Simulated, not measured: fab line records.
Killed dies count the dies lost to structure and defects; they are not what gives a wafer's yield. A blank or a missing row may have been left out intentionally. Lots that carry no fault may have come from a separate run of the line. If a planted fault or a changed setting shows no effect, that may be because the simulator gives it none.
Chamber matching	flow n5-finfet	N5_BEOL_M0_CO_CAP_123 on cvd-co-01 has 3 sister chambers
The step material Co, precursor CCTBA/H2, target thk 2 nm, time 102.1 s. 24 wafers are shown with their chamber, then 12 later ones without.

== WAFERS, EACH WITH ITS CHAMBER ==
wafer	chamber	heater-power-w (W)	heater-power-outer-w (W)
L074.4	2	235	119
L074.5	0	203	112
L074.6	1	224	123
L075.1	0	206	113
L075.2	1	227	121
L075.6	0	209	112
L076.3	2	219	113
L076.4	1	227	120
L076.5	0	208	114
L081.1	2	229	116
L081.3	1	224	119
L081.5	1	233	119
L082.1	1	231	121
L082.2	0	206	113
L082.3	0	204	110
L084.1	0	204	115
L084.3	0	210	110
L084.6	1	228	121
L086.1	1	225	123
L086.4	1	234	123
L086.5	2	228	118
L087.2	2	228	118
L087.5	1	227	121
L087.6	0	214	113

SIGNATURES (averages over the wafers above)
reading	chamber 0	chamber 1	chamber 2	scatter within a chamber
heater-power-w	207.11	228.00	227.80	4.05
heater-power-outer-w	112.44	121.10	116.80	1.77
Rule: a wafer's distance from a chamber is the root of the sum, over the readings, of the square of ((its reading less the chamber's mean) divided by the reading's scatter). The wafer belongs to the nearest chamber; if the next one is less than 2 further off, it can't be placed. The scatter: the root of (the sum of the squares of (reading less its chamber's mean) over the shown wafers, divided by (wafers less chambers)).

== WAFERS WHOSE CHAMBER IS MISSING ==
wafer	heater-power-w (W)	heater-power-outer-w (W)
L089.3	231	115
L089.4	211	113
L089.6	232	120
L090.2	229	119
L090.4	211	111
L090.6	229	117
L091.1	232	115
L091.3	237	120
L091.6	231	116
L095.1	229	118
L095.3	209	114
L095.5	233	120

== CHAMBER TAKEN BY EACH ==
wafer	from the rows above	in truth
L089.3	2	2
L089.4	0	0
L089.6	can't be placed: 1 or 2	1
L090.2	can't be placed: 1 or 2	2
L090.4	0	0
L090.6	2	2
L091.1	2	2
L091.3	can't be placed: 1 or 2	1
L091.6	2	2
L095.1	can't be placed: 2 or 1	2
L095.3	0	0
L095.5	can't be placed: 1 or 2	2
Correct placement for 7 of the 12. Not placeable from these rows: 5 (in 5, the candidates include the true chamber). Wrongly placed: 0.
